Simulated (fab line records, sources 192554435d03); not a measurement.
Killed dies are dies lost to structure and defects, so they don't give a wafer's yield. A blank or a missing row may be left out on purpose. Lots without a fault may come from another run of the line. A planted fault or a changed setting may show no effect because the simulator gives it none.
Problem report in the 8D (eight disciplines) form, filled by code | flow n5_finfet | the parts of the form that need people (team, actions taken, sign-off) are left out

1. THE PROBLEM
run_length_s at N5_BEOL_M8_CURE_75 reads a mean of 207.1 s on 3 wafers of 3 lots; wafers without a fault read 177.9 s with a standard deviation of 0.49. That is +60 standard deviations from the usual mean.
The step: cures SiCOH lowk, time 120 s.
First seen on wafer L652.1, day 10 23:06, on uv_cure-01. The record holds 29 wafers of 10 lots with a number at this step. Rule for "out", or "out of limits": more than 4 standard deviations from the usual mean. The other wafers with a number count as sound.

2. WHAT IT IS AND WHAT IT IS NOT
question                    | is                     | is not
which readings at this step | run_length_s           | lamp_power_pct, wafer_temp_C_max
which lots                  | L652, L653, L654       | L646, L648, L651, L662, L664, L665, L668
which wafers of those lots  | L652.1, L653.1, L654.1 | L652.2, L652.4, L653.3, L653.4, L654.4
read on which tools         | uv_cure-01             | uv_cure-02, uv_cure-03
when                        | from day 10 23:06      | up to then (11 sound wafers); but 15 sound wafers of L653, L654, L662, L664, L665, L668 came after

3. SUSPECTS, AND WHAT RULES EACH OUT
Counting: a tool at a process step up to the reading stays a suspect if it ran every lot that is out. Sound lots after the first of them don't rule it out here, since some wafers of a struck lot are sound.
- uv_cure-01 at N5_BEOL_M8_CURE_75 (cures SiCOH lowk, time 120 s): kept. It ran every lot that is out, first L652 (day 10 23:06); its last sound lot up to then is L651 (day 10 19:30). Its own readings are out on those wafers: run_length_s.
Left after counting: uv_cure-01 at N5_BEOL_M8_CURE_75.

4. THE CAUSE (what the simulator had put in)
Process parameter drift: uv_cure-01, from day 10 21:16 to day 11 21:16, at N5_BEOL_M8_CURE_75. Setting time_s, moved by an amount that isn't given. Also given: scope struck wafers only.
Counting left only this tool.

5. THE CHAIN OF EFFECTS, in route order
Each row: a reading whose mean over the struck wafers that have a number lies more than 3 standard deviations from the usual. Only readings for which the record gives a usual standard deviation are gone through. hours: the time from each lot's start at the first step in this table that gives one to its start at this step, as a median over the lots. sigmas: the change in usual standard deviations.
hours | step               | reading      | usual   | on struck wafers | change | sigmas
0     | N5_BEOL_M8_CURE_75 | run_length_s | 177.9 s | 207.1            | +29.2  | +60
The process steps in it:
- N5_BEOL_M8_CURE_75: cures SiCOH lowk, time 120 s.

6. WHAT WOULD HAVE CAUGHT IT SOONER
In this record the first reading out of limits was taken at day 10 23:06, 2 hours after the fault began at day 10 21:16.
